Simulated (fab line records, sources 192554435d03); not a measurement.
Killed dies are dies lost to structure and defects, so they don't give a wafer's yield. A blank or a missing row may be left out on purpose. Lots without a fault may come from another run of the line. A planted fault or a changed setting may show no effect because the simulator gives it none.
Chamber matching | flow n5_finfet | N5_BEOL_M0_CUTY_ETCH_62 on rie_diel-04: 4 sister chambers
The step etches SiARC in CF4, time 58.5 s. 14 wafers are shown with their chamber, then 7 later ones without.

WAFERS WITH THEIR CHAMBER
wafer  | chamber | throttle_valve_pct (%) | drypump_motor_current_A (A) | showerhead_plenum_p_Torr (Torr)
L076.1 | 0       | 15.62                  | 5.5                         | 2.07
L076.2 | 3       | 15.75                  | 5.6                         | 2.11
L076.5 | 3       | 15.73                  | 5.7                         | 2.11
L087.2 | 1       | 15.40                  | 6.1                         | 2.09
L087.3 | 0       | 15.63                  | 5.5                         | 2.06
L087.4 | 3       | 15.78                  | 5.6                         | 2.10
L088.2 | 0       | 15.64                  | 5.5                         | 2.06
L088.5 | 0       | 15.64                  | 5.5                         | 2.06
L088.6 | 1       | 15.39                  | 6.1                         | 2.09
L090.1 | 2       | 15.95                  | 5.8                         | 2.12
L090.2 | 1       | 15.39                  | 6.1                         | 2.09
L090.3 | 3       | 15.79                  | 5.7                         | 2.10
L092.1 | 0       | 15.65                  | 5.5                         | 2.06
L092.4 | 1       | 15.41                  | 6.1                         | 2.09

SIGNATURES (means of the wafers above)
reading                  | chamber 0 | chamber 1 | chamber 2 | chamber 3 | scatter within a chamber
throttle_valve_pct       | 15.6360   | 15.3975   | 15.9500   | 15.7625   | 0.0175
drypump_motor_current_A  | 5.500     | 6.100     | 5.800     | 5.650     | 0.0316
showerhead_plenum_p_Torr | 2.0620    | 2.0900    | 2.1200    | 2.1050    | 0.00424
Rule: a wafer's distance from a chamber is the root of the sum, over the readings, of the square of ((its reading less the chamber's mean) divided by the reading's scatter). The wafer belongs to the nearest chamber; if the next one is less than 2 further off, it can't be placed. The scatter: the root of (the sum of the squares of (reading less its chamber's mean) over the shown wafers, divided by (wafers less chambers)).

WAFERS WITHOUT THEIR CHAMBER
wafer  | throttle_valve_pct (%) | drypump_motor_current_A (A) | showerhead_plenum_p_Torr (Torr)
L092.6 | 15.94                  | 5.8                         | 2.12
L093.1 | 15.82                  | 5.7                         | 2.09
L093.3 | 15.41                  | 6.1                         | 2.08
L093.5 | 15.65                  | 5.5                         | 2.06
L097.2 | 15.45                  | 6.1                         | 2.08
L097.3 | 15.66                  | 5.5                         | 2.06
L097.6 | 15.83                  | 5.7                         | 2.09

WHICH CHAMBER EACH WENT THROUGH
wafer  | from the rows above | in truth
L092.6 | 2                   | 2
L093.1 | 3                   | 3
L093.3 | 1                   | 1
L093.5 | 0                   | 0
L097.2 | 1                   | 1
L097.3 | 0                   | 0
L097.6 | 3                   | 3
Placed correctly: 7 of 7. Can't be placed from these rows: 0. Placed wrongly: 0.
